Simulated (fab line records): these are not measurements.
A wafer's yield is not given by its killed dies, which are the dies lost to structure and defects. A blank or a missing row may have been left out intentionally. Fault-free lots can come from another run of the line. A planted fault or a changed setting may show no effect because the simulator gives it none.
fab line records	flow n5-finfet
[record] lots = 7	wafers = 21
route steps=1938 shown BEOL_M0@715 BEOL_M2@857 BEOL_M3@931 BEOL_M5@1141 BEOL_M6@1212
start-h: hours from the record's opening day to when the first of the lot's shown wafers began	wait-h: how many hours have passed since the lot's step before this one	" identical to the entry in the row above	L1.1+2: one row covering several wafers at once	- no value, or no start given	* or withheld: withheld	< > ~ a bound
route shown NAME@n: NAME is a module with steps in the file, n the number in the route of the first one	usual: mean/standard deviation of fault-free wafers	same: alike in all rows	chamber/n: place in a boat	sites: each site's reading	_std_site: standard deviation across them	_edge_site: mean of outer sites minus mean of inner sites	radius-mm: how far each site lies from the wafer's centre	mask NAME#n: copy n	behind: the most recent tool/chamber to have shaped the wafer	hold: why the lot was held/for how many hours/how that ended	device: the n, p or np transistor that did not switch	end of line: the tests these same wafers got at the end of their route	a step without rows: its recipe alone	killed: count of dies lost to structure and defects at first sort (not the wafer's yield)	map: a wafer's dies, marking killed ones x, the rest . and places with no die _
set.NAME: the setting as run; set.NAME@STEP: as run at that earlier step	model.NAME: the simulator's own value behind a step, which no gauge read
lots run with intentionally changed settings; tables by step, rows by wafer
[[steps]]
[step N5_BEOL_M0_ETCH_138]
[recipe] chemistry = CH3F/O2	target-depth-a = 120	target = SiCN	time-s = 31.6	ion-energy-ev = 120	pressure-mtorr = 30	source-w = 395	bias-w = 75	Ar_flow_sccm = 150	CH3F_flow_sccm = 30	O2_flow_sccm = 20	ends = cleared
[usual] rf-vpp-V = 298.2/1.4
lot.wafer	tool	chamber	start-h	wait-h	set.source-w	rf-vpp-V
L080.1	rie-diel-03	0	149.65	0.0	395	297.8
L080.2	"	3	"	"	395	297.6
L080.5	"	0	"	"	395	299.0
L081.3	rie-diel-06	1	155.77	0.0	327.9	316.1
L081.4	"	3	"	"	395	301.2
L081.6	"	2	"	"	395	296.7
L084.1	rie-diel-02	0	170.69	0.0	345.9	309.4
L084.4	"	3	"	"	345.9	310.3
L084.5	"	1	"	"	395	298.9
L088.1	rie-diel-03	0	202.78	0.0	395	298.2
L088.2	"	2	"	"	369.3	304.7
L088.3	"	3	"	"	369.3	303.5
L091.1	rie-diel-06	1	218.71	0.0	395	296.5
L091.5	"	2	"	"	366	304.4
L091.6	"	3	"	"	395	299.6
L093.1	rie-diel-06	2	226.14	0.0	338.8	313.9
L093.2	"	3	"	"	395	299.2
L093.5	"	1	"	"	395	296.3
L095.3	rie-diel-03	2	241.76	0.0	456.4	286.4
L095.4	"	3	"	"	456.4	284.1
L095.6	"	3	"	"	395	296.7
[step N5_BEOL_M2_DESCUM_16]
[recipe] chemistry = O2	time-s = 7	source-power-w = 50	bias-power-w = 20	pressure-mtorr = 20	rf-frequency-hz = 2.712e+07	temp-c = 40	resist = CAR-EUV	o2-flow-sccm = 225
lot.wafer	tool	chamber	start-h	wait-h	set.time-s	model.CAR-EUV_of_BEOL_M2_COAT_05.thk-nm
L080.1	rie-diel-06	2	167.15	0.0	7	25.8
L080.2+5	"	1,0	"	"	7	26
L081.3+4+6	rie-diel-02	2,1,2	170.94	0.1	7	26
L084.1+5	rie-diel-02	3,0	198.13	0.0	7	26
L084.4	"	2	"	"	6.266	26.2
L088.1+2+3	rie-diel-02	0,2,1	219.64	0.0	7	26
L091.1+5+6	rie-diel-02	0,1,0	235.11	0.0	7	26.2
L093.1	rie-diel-06	3	246.46	0.0	7	26.2
L093.2	"	0	"	"	5.958	26.8
L093.5	"	1	"	"	5.958	26.6
L095.3+4+6	rie-diel-02	1,0,3	265.33	0.0	7	26
[step N5_BEOL_M3_ILD_DEP_00]
[recipe] material = SiOC	target-thk-a = 790	temp-c = 350	precursor = DEMS/O2	pressure-torr = 5	rf-w = 500	time-s = 15.3
lot.wafer	tool	chamber	start-h	wait-h	set.time-s	model.SiOC_of_BEOL_M3_ILD_DEP_00.thk-nm
L080.1	pecvd-04	1	186.46	0.0	15.3	79.6
L080.2	"	0	"	"	15.3	77
L080.5	"	0	"	"	15.3	79.2
L081.3	pecvd-01	0	191.93	0.0	13.62	70.6
L081.4	"	0	"	"	15.3	81
L081.6	"	1	"	"	15.3	80
L084.1	pecvd-03	2	208.73	0.0	15.3	78
L084.4	"	0	"	"	17.41	89.6
L084.5	"	2	"	"	15.3	77.8
L088.1	pecvd-04	2	225.46	0.0	16.73	86.6
L088.2	"	0	"	"	15.3	78.6
L088.3	"	1	"	"	15.3	79.6
L091.1	pecvd-01	1	241.81	0.0	15.3	77.4
L091.5	"	2	"	"	15.3	80.8
L091.6	"	0	"	"	15.3	79.4
L093.1	pecvd-03	1	259.56	0.0	14.05	73
L093.2	"	2	"	"	15.3	77
L093.5	"	0	"	"	15.3	79.8
L095.3	pecvd-03	2	276.04	0.0	16.83	85.4
L095.4	"	2	"	"	15.3	79.2
L095.6	"	0	"	"	16.83	86.4
[step N5_BEOL_M3_THK_MEAS_01]
[recipe] reads = SiOC_of_BEOL_M3_ILD_DEP_00
[usual] M3_ILD_THK = 79.3/1.1
lot.wafer	tool	chamber	start-h	wait-h	set.time-s@BEOL_M3_ILD_DEP_00	M3_ILD_THK[nm]
L080.1	film-metro-02	-	186.55	0.1	15.3	79.5
L080.2	"	-	"	"	15.3	76.9
L080.5	"	-	"	"	15.3	79.3
L081.3	film-metro-02	-	192.00	0.1	13.62	70.5
L081.4	"	-	"	"	15.3	81.0
L081.6	"	-	"	"	15.3	79.8
L084.1	film-metro-02	-	208.80	0.0	15.3	77.9
L084.4	"	-	"	"	17.41	89.5
L084.5	"	-	"	"	15.3	77.8
L088.1	film-metro-01	-	225.53	0.0	16.73	86.7
L088.2	"	-	"	"	15.3	78.5
L088.3	"	-	"	"	15.3	79.6
L091.1	film-metro-01	-	241.87	0.0	15.3	77.4
L091.5	"	-	"	"	15.3	80.8
L091.6	"	-	"	"	15.3	79.3
L093.1	film-metro-01	-	259.63	0.0	14.05	73.1
L093.2	"	-	"	"	15.3	77.0
L093.5	"	-	"	"	15.3	79.7
L095.3	film-metro-01	-	276.11	0.1	16.83	85.5
L095.4	"	-	"	"	15.3	79.2
L095.6	"	-	"	"	16.83	86.5
[step N5_BEOL_M5_COAT_74]
[recipe] resist = underlayer	temp-c = 205	time-s = 60	spin-rpm = 1500	resist-thk-nm = 5
lot.wafer	tool	chamber	start-h	wait-h	set.spin-rpm
L080.1+2+5	litho-track-04	0	-	-	1500
L081.3+4	litho-track-03	0	-	-	1500
L081.6	"	0	"	"	1645
L084.1+5	litho-track-01	0	-	-	1369
L084.4	"	0	"	"	1500
L088.1+2	litho-track-01	0	-	-	1545
L088.3	"	0	"	"	1500
L091.1+5+6	litho-track-01	0	-	-	1500
L093.1+2	litho-track-03	0	-	-	1500
L093.5	"	0	"	"	1427
L095.3	litho-track-03	0	-	-	1568
L095.4+6	"	0	"	"	1500
[step N5_BEOL_M5_COAT_22]
[recipe] resist = CAR-EUV	spin-rpm = 1500	resist-thk-nm = 30
lot.wafer	tool	chamber	start-h	wait-h	set.spin-rpm	model.CAR-EUV_of_BEOL_M5_COAT_22.thk-nm
L080.1+2+5	litho-track-04	0	-	-	1500	30
L081.3	litho-track-03	0	-	-	1500	30
L081.4+6	"	0	"	"	1363	31.6
L084.1+4+5	litho-track-01	0	-	-	1500	30
L088.1	litho-track-01	0	-	-	1500	30
L088.2+3	"	0	"	"	1591	29
L091.1	litho-track-01	0	-	-	1628	28.8
L091.5+6	"	0	"	"	1500	29.8
L093.1+2	litho-track-03	0	-	-	1443	30.8
L093.5	"	0	"	"	1500	30.2
L095.3+4+6	litho-track-03	0	-	-	1500	30
[step N5_BEOL_M5_EBR_24]
[recipe] solvent = PGMEA	ebr-width-mm = 1.5
[step N5_BEOL_M5_SOFTBAKE_23]
[recipe] temp-c = 110	time-s = 60	resist = CAR-EUV
[step N5_BEOL_M5_DESCUM_33]
[recipe] chemistry = O2	time-s = 7	source-power-w = 50	bias-power-w = 20	pressure-mtorr = 20	rf-frequency-hz = 2.712e+07	temp-c = 40	resist = CAR-EUV	o2-flow-sccm = 225
lot.wafer	tool	chamber	start-h	wait-h	set.spin-rpm@BEOL_M5_COAT_22	model.CAR-EUV_of_BEOL_M5_COAT_22.thk-nm
L080.1+2+5	rie-diel-05	1,2,1	212.44	0.0	1500	26
L081.3	rie-diel-01	3	214.54	0.0	1500	26
L081.4+6	"	0,2	"	"	1363	27.8
L084.1+5	rie-diel-01	1	244.61	0.5	1500	26
L084.4	"	0	"	"	1500	26.2
L088.1	rie-diel-01	0	251.58	0.0	1500	26
L088.2	"	3	"	"	1591	25
L088.3	"	1	"	"	1591	25.2
L091.1	rie-diel-01	2	281.94	0.0	1628	24.8
L091.5	"	2	"	"	1500	26
L091.6	"	3	"	"	1500	25.8
L093.1+2	rie-diel-04	3,0	288.44	0.0	1443	26.8
L093.5	"	1	"	"	1500	26.2
L095.3+4+6	rie-diel-04	2,1,0	308.77	0.3	1500	26
[step N5_BEOL_M5_ETCH_75]
[recipe] chemistry = N2/H2	target = underlayer	target-depth-a = 65	mask-material = CAR-EUV	time-s = 5.2	ion-energy-ev = 200	pressure-mtorr = 30	source-w = 840	bias-w = 150	n2-flow-sccm = 200	h2-flow-sccm = 200	ends = cleared
lot.wafer	tool	chamber	start-h	wait-h	set.spin-rpm@BEOL_M5_COAT_74	model.etch.depth-nm
L080.1	rie-diel-05	1	212.47	0.0	1500	4.973
L080.2	"	2	"	"	1500	4.986
L080.5	"	1	"	"	1500	4.999
L081.3	rie-diel-01	3	214.58	0.0	1500	4.995
L081.4	"	0	"	"	1500	5.005
L081.6	"	2	"	"	1645	4.794
L084.1	rie-diel-01	1	244.65	0.0	1369	5.218
L084.4	"	0	"	"	1500	5.008
L084.5	"	1	"	"	1369	5.225
L088.1	rie-diel-01	0	251.61	0.0	1545	4.893
L088.2	"	3	"	"	1545	4.91
L088.3	"	1	"	"	1500	4.987
L091.1	rie-diel-01	2	281.97	0.0	1500	4.972
L091.5	"	2	"	"	1500	4.979
L091.6	"	3	"	"	1500	4.962
L093.1	rie-diel-04	3	288.47	0.0	1500	5.001
L093.2	"	0	"	"	1500	4.993
L093.5	"	1	"	"	1427	5.127
L095.3	rie-diel-04	2	308.80	0.0	1568	4.88
L095.4	"	1	"	"	1500	4.998
L095.6	"	0	"	"	1500	4.978
[step N5_BEOL_M6_ETCH_62]
[recipe] chemistry = N2/H2	target = SOC	target-depth-a = 1100	overetch-a = 220	mask-material = SiARC	temp-c = 40	time-s = 165	ion-energy-ev = 200	pressure-mtorr = 30	source-w = 840	bias-w = 150	n2-flow-sccm = 200	h2-flow-sccm = 200
lot.wafer	tool	chamber	start-h	wait-h	set.time-s
L080.1+2+5	rie-diel-03	2,0,0	222.47	0.0	165
L081.3+4+6	rie-diel-06	3,0,3	225.67	0.0	165
L084.1	rie-diel-06	2	255.81	0.0	179.2
L084.4+5	"	1,3	"	"	165
L088.1+2	rie-diel-03	0,3	261.92	0.0	165
L088.3	"	1	"	"	183.5
L091.1+5+6	rie-diel-06	1,3,0	291.01	0.0	176.4
L093.1	rie-diel-03	3	297.36	0.0	175.8
L093.2+5	"	0,1	"	"	165
L095.3+4	rie-diel-03	2,1	318.10	0.0	165
L095.6	"	0	"	"	188.4
[step N5_BEOL_M6_STRIP_68]
[recipe] chemistry = N2/H2	temp-c = 40	n2-flow-sccm = 200	h2-flow-sccm = 200	rf-frequency-hz = 6e+07
[step N5_BEOL_M6_STRIP_67]
[recipe] chemistry = CF4	resist = SiARC	power-w = 300	bias-power-w = 75	pressure-mtorr = 50	cf4-flow-sccm = 150	rf-frequency-hz = 6e+07
[step N5_BEOL_M6_HM_OPEN_17]
[recipe] chemistry = Cl2/BCl3	target-depth-a = 200	overetch-a = 60	target = TiN	mask-material = SOC	ion-energy-ev = 150	pressure-mtorr = 10	icp-w = 1000	bias-w = 126	Cl2_flow_sccm = 53.25	bcl3-flow-sccm = 21.75	Ar_flow_sccm = 25
lot.wafer	tool	chamber	start-h	wait-h	set.time-s@BEOL_M6_ETCH_62	model.etch.depth-nm
L080.1	rie-metal-03	0	222.65	0.0	165	20.45
L080.2	"	1	"	"	165	20.36
L080.5	"	1	"	"	165	20.28
L081.3	rie-metal-01	0	225.89	0.1	165	20.4
L081.4	"	1	"	"	165	20.31
L081.6	"	1	"	"	165	20.46
L084.1	rie-metal-03	0	256.00	0.0	179.2	18.43
L084.4	"	0	"	"	165	20.3
L084.5	"	0	"	"	165	19.9
L088.1	rie-metal-02	0	262.11	0.0	165	20.02
L088.2	"	1	"	"	165	19.93
L088.3	"	0	"	"	183.5	17.94
L091.1	rie-metal-03	1	291.20	0.0	176.4	19.05
L091.5	"	0	"	"	176.4	18.42
L091.6	"	1	"	"	176.4	18.69
L093.1	rie-metal-01	0	297.55	0.0	175.8	19.28
L093.2	"	1	"	"	165	20.37
L093.5	"	0	"	"	165	20.31
L095.3	rie-metal-01	0	318.31	0.1	165	20.06
L095.4	"	1	"	"	165	19.93
L095.6	"	1	"	"	188.4	18.1
[step N5_BEOL_M6_EXPOSE_25]
[recipe] mask-id = V5	na = 0.33	source-shape = annular	sigma-inner = 0.4	sigma-outer = 0.8	polarization = unpolarized	target-cd-nm = 40	dose-mj = 45
lot.wafer	tool	chamber	start-h	wait-h	mask	set.dose-mj
L080.1+2+5	euv-scanner-01	0	224.33	-	V5#0	45
L081.3+6	euv-scanner-02	0	226.35	-	V5#0	47.69
L081.4	"	0	"	"	V5#0	45
L084.1+4	euv-scanner-02	0	257.96	-	V5#0	45
L084.5	"	0	"	"	V5#0	47.22
L088.1+2+3	euv-scanner-02	0	264.00	-	V5#0	45
L091.1+6	euv-scanner-02	0	291.60	-	V5#0	45
L091.5	"	0	"	"	V5#0	43.04
L093.1+2+5	euv-scanner-02	0	298.94	-	V5#0	45
L095.3+6	euv-scanner-02	0	318.95	-	V5#0	45
L095.4	"	0	"	"	V5#0	42.63
[step N5_BEOL_M6_PEB_26]
[recipe] peb-temp-c = 100	peb-time-s = 60	resist = CAR-EUV
[step N5_BEOL_M6_DEVELOP_27]
[recipe] develop-time-s = 30	developer = TMAH	resist = CAR-EUV	rinse-liquid = surfactant-rinse	dry = air-spin	dev-temp-c = 23
[step N5_BEOL_M6_CD_MEAS_28]
[recipe] target-cd-nm = 40	landing-energy-ev = 500	detector = se-inlens
[usual] cd-nm = 40.02/0.23
lot.wafer	tool	chamber	start-h	wait-h	set.dose-mj@BEOL_M6_EXPOSE_25	cd-nm
L080.1	cd-sem-01	0	224.46	-	45	40.00
L080.2	"	0	"	"	45	39.93
L080.5	"	0	"	"	45	39.88
L081.3	cd-sem-02	0	226.47	-	47.69	41.46
L081.4	"	0	"	"	45	39.94
L081.6	"	0	"	"	47.69	41.48
L084.1	cd-sem-01	0	258.09	-	45	39.84
L084.4	"	0	"	"	45	40.04
L084.5	"	0	"	"	47.22	41.24
L088.1	cd-sem-03	0	264.13	-	45	40.44
L088.2	"	0	"	"	45	40.26
L088.3	"	0	"	"	45	40.34
L091.1	cd-sem-01	0	291.73	-	45	40.08
L091.5	"	0	"	"	43.04	38.82
L091.6	"	0	"	"	45	40.03
L093.1	cd-sem-02	0	299.08	-	45	39.85
L093.2	"	0	"	"	45	39.91
L093.5	"	0	"	"	45	40.03
L095.3	cd-sem-03	0	319.07	-	45	40.18
L095.4	"	0	"	"	42.63	38.95
L095.6	"	0	"	"	45	39.97
[step N5_BEOL_M6_DESCUM_33]
[recipe] chemistry = O2	time-s = 7	source-power-w = 50	bias-power-w = 20	pressure-mtorr = 20	rf-frequency-hz = 2.712e+07	temp-c = 40	resist = CAR-EUV	o2-flow-sccm = 225
lot.wafer	tool	chamber	start-h	wait-h	set.dose-mj@BEOL_M6_EXPOSE_25	model.BEOL_M6.cd-nm
L080.1+2+5	rie-diel-03	2,3,0	224.63	0.1	45	40
L081.3	rie-diel-02	1	226.59	0.0	47.69	41.6
L081.4	"	1	"	"	45	40.2
L081.6	"	3	"	"	47.69	41.2
L084.1+4	rie-diel-06	3,1	258.22	0.0	45	40.2
L084.5	"	1	"	"	47.22	41
L088.1	rie-diel-03	1	264.47	0.2	45	40.2
L088.2	"	0	"	"	45	40
L088.3	"	3	"	"	45	40.4
L091.1+6	rie-diel-06	0,3	291.86	0.0	45	40
L091.5	"	0	"	"	43.04	39
L093.1+5	rie-diel-06	0,2	299.77	0.6	45	39.8
L093.2	"	1	"	"	45	40
L095.3	rie-diel-02	0	319.23	0.0	45	40
L095.4	"	1	"	"	42.63	38.8
L095.6	"	3	"	"	45	39.8
[step N5_BEOL_M6_ETCH_72]
[recipe] chemistry = N2/H2	target = underlayer	target-depth-a = 65	mask-material = CAR-EUV	time-s = 5.2	ion-energy-ev = 200	pressure-mtorr = 30	source-w = 840	bias-w = 150	n2-flow-sccm = 200	h2-flow-sccm = 200	ends = cleared
lot.wafer	tool	chamber	start-h	wait-h	set.dose-mj@BEOL_M6_EXPOSE_25	model.BEOL_M6.cd-nm
L080.1+2+5	rie-diel-03	2,3,0	224.67	0.0	45	40
L081.3	rie-diel-02	1	226.63	0.0	47.69	41.6
L081.4	"	1	"	"	45	40.2
L081.6	"	3	"	"	47.69	41.4
L084.1+4	rie-diel-06	3,1	258.25	0.0	45	40
L084.5	"	1	"	"	47.22	41
L088.1	rie-diel-03	1	264.50	0.0	45	40.2
L088.2	"	0	"	"	45	40
L088.3	"	3	"	"	45	40.4
L091.1+6	rie-diel-06	0,3	291.89	0.0	45	40
L091.5	"	0	"	"	43.04	39
L093.1+5	rie-diel-06	0,2	299.81	0.0	45	39.8
L093.2	"	1	"	"	45	40
L095.3+6	rie-diel-02	0,3	319.27	0.0	45	40
L095.4	"	1	"	"	42.63	38.8
[step N5_BEOL_M6_ETCH_65]
[recipe] chemistry = CF4	target = SiARC	target-depth-a = 156	mask-material = CAR-EUV	time-s = 26	ion-energy-ev = 80	pressure-mtorr = 40	source-w = 545	bias-w = 36	Ar_flow_sccm = 100	cf4-flow-sccm = 100	ends = cleared
lot.wafer	tool	chamber	start-h	wait-h	set.dose-mj@BEOL_M6_EXPOSE_25	model.BEOL_M6.cd-nm
L080.1	rie-diel-03	2	224.69	0.0	45	40.2
L080.2+5	"	3,0	"	"	45	40
L081.3	rie-diel-02	1	226.65	0.0	47.69	41.4
L081.4	"	1	"	"	45	40.2
L081.6	"	3	"	"	47.69	41.2
L084.1	rie-diel-06	3	258.27	0.0	45	39.8
L084.4	"	1	"	"	45	40
L084.5	"	1	"	"	47.22	41
L088.1	rie-diel-03	1	264.52	0.0	45	40.4
L088.2	"	0	"	"	45	40.2
L088.3	"	3	"	"	45	40.6
L091.1	rie-diel-06	0	291.91	0.0	45	40
L091.5	"	0	"	"	43.04	38.8
L091.6	"	3	"	"	45	40.2
L093.1	rie-diel-06	0	299.82	0.0	45	39.8
L093.2+5	"	1,2	"	"	45	40
L095.3+6	rie-diel-02	0,3	319.28	0.0	45	40
L095.4	"	1	"	"	42.63	38.8
[step N5_BEOL_M6_ETCH_66]
[recipe] chemistry = N2/H2	target = SOC	target-depth-a = 800	overetch-a = 160	mask-material = SiARC	temp-c = 40	time-s = 120	ion-energy-ev = 200	pressure-mtorr = 30	source-w = 840	bias-w = 150	n2-flow-sccm = 200	h2-flow-sccm = 200
lot.wafer	tool	chamber	start-h	wait-h	set.dose-mj@BEOL_M6_EXPOSE_25	model.BEOL_M6.cd-nm
L080.1+2	rie-diel-03	2,3	224.71	0.0	45	40
L080.5	"	0	"	"	45	39.8
L081.3	rie-diel-02	1	226.67	0.0	47.69	41.4
L081.4	"	1	"	"	45	40
L081.6	"	3	"	"	47.69	41.2
L084.1	rie-diel-06	3	258.30	0.0	45	39.8
L084.4	"	1	"	"	45	40
L084.5	"	1	"	"	47.22	41
L088.1	rie-diel-03	1	264.55	0.0	45	40.4
L088.2	"	0	"	"	45	40
L088.3	"	3	"	"	45	40.6
L091.1	rie-diel-06	0	291.94	0.0	45	40
L091.5	"	0	"	"	43.04	38.8
L091.6	"	3	"	"	45	40.2
L093.1+2+5	rie-diel-06	0,1,2	299.85	0.0	45	40
L095.3	rie-diel-02	0	319.31	0.0	45	40.4
L095.4	"	1	"	"	42.63	39
L095.6	"	3	"	"	45	40
[[key]]
[split] step = N5_BEOL_M0_ETCH_138	setting = source-w	stated = 395	by = wafer
[response] step = N5_BEOL_M0_ETCH_138	reading = rf-vpp-V	change = -0.933	per = 1%	r = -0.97
[split] step = N5_BEOL_M2_DESCUM_16	setting = time-s	stated = 7	by = wafer
[response] step = N5_BEOL_M2_DESCUM_16	reading = model.CAR-EUV_of_BEOL_M2_COAT_05.thk-nm	change = -0.0288	per = 1%	r = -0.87
[split] step = N5_BEOL_M3_ILD_DEP_00	setting = time-s	stated = 15.3	by = wafer
[response] step = N5_BEOL_M3_ILD_DEP_00	reading = model.SiOC_of_BEOL_M3_ILD_DEP_00.thk-nm	change = +0.799	per = 1%	r = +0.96
[response] step = N5_BEOL_M3_THK_MEAS_01	reading = M3_ILD_THK	change = +0.801	per = 1%	r = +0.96
[split] step = N5_BEOL_M5_COAT_74	setting = spin-rpm	stated = 1500	by = wafer
[response] step = N5_BEOL_M5_ETCH_75	reading = model.etch.depth-nm	change = -0.0235	per = 1%	r = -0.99
[split] step = N5_BEOL_M5_COAT_22	setting = spin-rpm	stated = 1500	by = wafer
[response] step = N5_BEOL_M5_COAT_22	reading = model.CAR-EUV_of_BEOL_M5_COAT_22.thk-nm	change = -0.152	per = 1%	r = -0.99
[response] step = N5_BEOL_M5_DESCUM_33	reading = model.CAR-EUV_of_BEOL_M5_COAT_22.thk-nm	change = -0.162	per = 1%	r = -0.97
[split] step = N5_BEOL_M6_ETCH_62	setting = time-s	stated = 165	by = wafer
[response] step = N5_BEOL_M6_HM_OPEN_17	reading = model.etch.depth-nm	change = -0.16	per = 1%	r = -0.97
[split] step = N5_BEOL_M6_EXPOSE_25	setting = dose-mj	stated = 45	by = wafer
[response] step = N5_BEOL_M6_CD_MEAS_28	reading = cd-nm	change = +0.252	per = 1%	r = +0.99
[response] step = N5_BEOL_M6_DESCUM_33	reading = model.BEOL_M6.cd-nm	change = +0.199	per = 1%	r = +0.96
[response] step = N5_BEOL_M6_ETCH_72	reading = model.BEOL_M6.cd-nm	change = +0.219	per = 1%	r = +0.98
[response] step = N5_BEOL_M6_ETCH_65	reading = model.BEOL_M6.cd-nm	change = +0.225	per = 1%	r = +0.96
[response] step = N5_BEOL_M6_ETCH_66	reading = model.BEOL_M6.cd-nm	change = +0.236	per = 1%	r = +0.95
